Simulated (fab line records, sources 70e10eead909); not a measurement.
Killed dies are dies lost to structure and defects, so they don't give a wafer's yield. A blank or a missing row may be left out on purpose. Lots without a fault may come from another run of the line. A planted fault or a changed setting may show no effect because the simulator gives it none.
A struck lot beside a sound one | flow nand_harc | 24 steps out of a route of 1159
Sound: wafers L138.3, L138.4, L138.6. Struck: wafers L156.2, L156.3, L156.6. The cause comes at the end.
At each step with rows: each side's tool, then ch and its chambers, then its first start. Under that, the readings that differ: sound wafers | struck wafers | difference of the means | sigmas: that difference in standard deviations of wafers without a fault.
alike: readings whose means differ by less than 2 such deviations, and words and numbers that are the same on both sides. not compared: withheld readings, readings that some wafer has no value for, bounds like >300 that may hide the same value, and numbers for which the record gives no deviation and whose values overlap.
The two part at a step that has a row with sigmas, a row that says differs or no value, or rows on one side only. Numbers that don't overlap but have no deviation are shown without sigmas and don't part them. A reading that every wafer of one side lacks parts them only if that side has two wafers or more.

first, 4 steps without rows for these wafers: NHARC_P_GATE_PRECLEAN_71 (cleans in SC1); NHARC_P_GATE_SRD_72; NHARC_P_GATE_OXIDE_16 (material SiO2, target thk 3 nm, ox time 392 s); NHARC_P_GATE_CVD_17 (deposits poly-Si, target thk 150 nm, time 900 s).
NHARC_P_GATE_HM_DEP_102: deposits aC, target thk 120 nm.
  sound on acl_dep-01 ch 0, day 5 03:25; struck on acl_dep-02 ch 0, day 9 15:55
  reading                | sound                | struck               | difference | sigmas
  throttle_valve_pct (%) | 35.006 34.999 35.012 | 34.987 34.996 34.974 | -0.020     | -2
NHARC_P_GATE_DEP_103: deposits SiON, target thk 30 nm.
  sound on pecvd-03 ch 1,2, day 5 03:55; struck on pecvd-03 ch 0,1,2, day 9 16:30
  alike: heater_power_w
then, 6 steps without rows for these wafers: NHARC_P_GATE_DEHYDRATE_18 (time 120 s); NHARC_P_GATE_HMDS_19 (time 30 s); NHARC_P_GATE_COAT_20 (resist thk 90 nm); NHARC_P_GATE_SOFTBAKE_21 (time 55 s); NHARC_P_GATE_EBR_22; NHARC_P_GATE_EXPOSE_23 (exposes mask P GATE, target cd 120 nm).
NHARC_P_GATE_PEB_24: peb time 65 s.
  sound on litho_track-01 ch 0, day 5 04:30; struck on litho_track-04 ch 0, day 9 17:04
  reading                  | sound             | struck            | difference | sigmas
  heater_power_total_W (W) | 156.2 157.1 157.1 | 167.1 166.9 167.6 | +10.4      | +24
then, 1 step without rows for these wafers: NHARC_P_GATE_DEVELOP_25 (develop time 35 s).
NHARC_P_GATE_CD_MEAS_26: target cd 120 nm.
  sound on cd_sem-01 ch 0, day 5 04:35; struck on cd_sem-03 ch 0, day 9 17:09
  reading    | sound             | struck            | difference | sigmas
  cd_nm (nm) | 119.6 120.2 119.7 | 125.2 124.6 124.7 | +5.0       | +9
NHARC_P_GATE_OVL_MEAS_27:
  sound on overlay-01, day 5 04:40; struck on overlay-01, day 9 17:14
  alike: overlay_x_nm, overlay_y_nm
NHARC_P_GATE_INSPECT_28:
  sound on defect_inspect-02, day 5 04:43; struck on defect_inspect-01, day 9 17:17
  alike: raw_defect_count
NHARC_P_GATE_DESCUM_31: chemistry O2, time 3 s.
  sound on rie_diel-12 ch 0,1, day 5 04:46; struck on rie_diel-02 ch 1,2,3, day 9 17:38
  reading                 | sound             | struck            | difference | sigmas
  model.P_GATE.cd_nm (nm) | 119.4 120.1 120.1 | 124.5 124.1 124.8 | +4.6       |
  alike: drypump_motor_current_A, oes_product_au, rf_vpp_V, showerhead_plenum_p_Torr, throttle_valve_pct
  not compared: rf_hours_counter_h
NHARC_P_GATE_ETCH_104: etches the open film in CF4/CHF3, target depth 60 nm.
  sound on rie_diel-12 ch 0,1,3, day 5 04:52; struck on rie_diel-02 ch 0,1,2, day 9 17:51
  alike: drypump_motor_current_A, oes_product_au, rf_vpp_V, showerhead_plenum_p_Torr, throttle_valve_pct
then, 2 steps without rows for these wafers: NHARC_P_GATE_HM_OPEN_105 (chemistry O2/COS, target depth 360 nm); NHARC_P_GATE_STRIP_106 (strips in O2/COS).
NHARC_P_GATE_ETCH_114: etches the open film in CF4/O2, target depth 30 nm, overetch 3 nm, time 16.5 s.
  sound on rie_diel-12 ch 0,2,3; struck on rie_diel-02 ch 0,1,2
  alike: drypump_motor_current_A, oes_product_au, rf_vpp_V, showerhead_plenum_p_Torr, throttle_valve_pct
  not compared: rf_hours_counter_h
NHARC_P_GATE_ETCH_32: etches the open film in HBr/Cl2, target depth 150 nm, time 100.1 s.
  sound on rie_si-06 ch 0,1,2, day 5 05:14; struck on rie_si-02 ch 0,2, day 9 18:14
  reading                 | sound             | struck            | difference | sigmas
  model.P_GATE.cd_nm (nm) | 120.7 122.2 121.5 | 126.7 126.6 128.5 | +5.8       |
  alike: drypump_motor_current_A, oes_product_au, throttle_valve_pct
  not compared: rf_hours_counter_h
NHARC_P_GATE_STRIP_108: strips in O2.
  sound on rie_diel-12 ch 0,1,2, day 5 05:25; struck on rie_diel-02 ch 0,3, day 9 18:25
  alike: drypump_motor_current_A, oes_product_au, rf_vpp_V, showerhead_plenum_p_Torr, throttle_valve_pct
  not compared: rf_hours_counter_h

WHERE THEY PART
First at NHARC_P_GATE_HM_DEP_102; last, within this record, at NHARC_P_GATE_CD_MEAS_26. Later steps at which nothing parts them and some readings are alike: NHARC_P_GATE_OVL_MEAS_27, NHARC_P_GATE_INSPECT_28, NHARC_P_GATE_DESCUM_31, NHARC_P_GATE_ETCH_104, NHARC_P_GATE_ETCH_114, NHARC_P_GATE_ETCH_32, NHARC_P_GATE_STRIP_108.

WHY: what the simulator had put in
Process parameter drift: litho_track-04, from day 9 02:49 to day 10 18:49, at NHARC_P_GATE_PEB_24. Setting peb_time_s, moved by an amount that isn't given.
